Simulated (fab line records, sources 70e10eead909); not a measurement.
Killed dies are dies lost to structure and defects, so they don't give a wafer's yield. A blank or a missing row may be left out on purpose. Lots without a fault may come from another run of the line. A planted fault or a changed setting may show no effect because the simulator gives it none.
Chamber matching | flow nand_harc | NHARC_P_CONTACT_ALD_22 on ald_metal-01: 4 sister chambers
The step deposits TiN, target thk 3 nm, pulse time 1 s, ald cycles 150. 22 wafers are shown with their chamber, then 11 later ones without.

WAFERS WITH THEIR CHAMBER
wafer  | chamber | heater_power_w (W) | precursor_pulse_height_rel
L074.2 | 1       | 869                | 0.959
L074.4 | 3       | 1353               | 1.011
L074.6 | 3       | 1351               | 1.002
L077.2 | 0       | 951                | 1.000
L077.3 | 3       | 1353               | 0.973
L077.5 | 2       | 1046               | 0.959
L083.1 | 1       | 840                | 0.976
L083.2 | 0       | 984                | 0.987
L083.3 | 2       | 1052               | 0.979
L085.2 | 2       | 1048               | 1.010
L085.3 | 0       | 985                | 0.999
L085.4 | 1       | 830                | 1.015
L086.1 | 3       | 1355               | 1.013
L086.3 | 0       | 964                | 0.989
L086.4 | 2       | 1054               | 0.952
L086.2 | 1       | 848                | 0.972
L086.5 | 0       | 960                | 0.993
L086.6 | 3       | 1368               | 0.970
L090.2 | 1       | 841                | 0.989
L090.5 | 1       | 860                | 0.952
L090.6 | 2       | 1047               | 0.984
L092.2 | 0       | 984                | 1.000

SIGNATURES (means of the wafers above)
reading                    | chamber 0 | chamber 1 | chamber 2 | chamber 3 | scatter within a chamber
heater_power_w             | 971.33    | 848.00    | 1049.40   | 1356.00   | 11.5
precursor_pulse_height_rel | 0.99467   | 0.97717   | 0.97680   | 0.99380   | 0.0191
Rule: a wafer's distance from a chamber is the root of the sum, over the readings, of the square of ((its reading less the chamber's mean) divided by the reading's scatter). The wafer belongs to the nearest chamber; if the next one is less than 2 further off, it can't be placed. The scatter: the root of (the sum of the squares of (reading less its chamber's mean) over the shown wafers, divided by (wafers less chambers)).

WAFERS WITHOUT THEIR CHAMBER
wafer  | heater_power_w (W) | precursor_pulse_height_rel
L092.3 | 1341               | 1.013
L092.6 | 945                | 0.988
L094.3 | 954                | 0.992
L094.4 | 1339               | 1.008
L094.5 | 962                | 0.973
L096.1 | 851                | 0.989
L096.2 | 993                | 1.032
L096.4 | 1060               | 0.980
L096.3 | 1384               | 0.979
L096.5 | 1072               | 0.983
L096.6 | 1352               | 1.006

WHICH CHAMBER EACH WENT THROUGH
wafer  | from the rows above | in truth
L092.3 | 3                   | 3
L092.6 | 0                   | 0
L094.3 | 0                   | 0
L094.4 | 3                   | 3
L094.5 | 0                   | 0
L096.1 | 1                   | 1
L096.2 | 0                   | 0
L096.4 | 2                   | 2
L096.3 | 3                   | 3
L096.5 | 2                   | 2
L096.6 | 3                   | 3
Placed correctly: 11 of 11. Can't be placed from these rows: 0. Placed wrongly: 0.
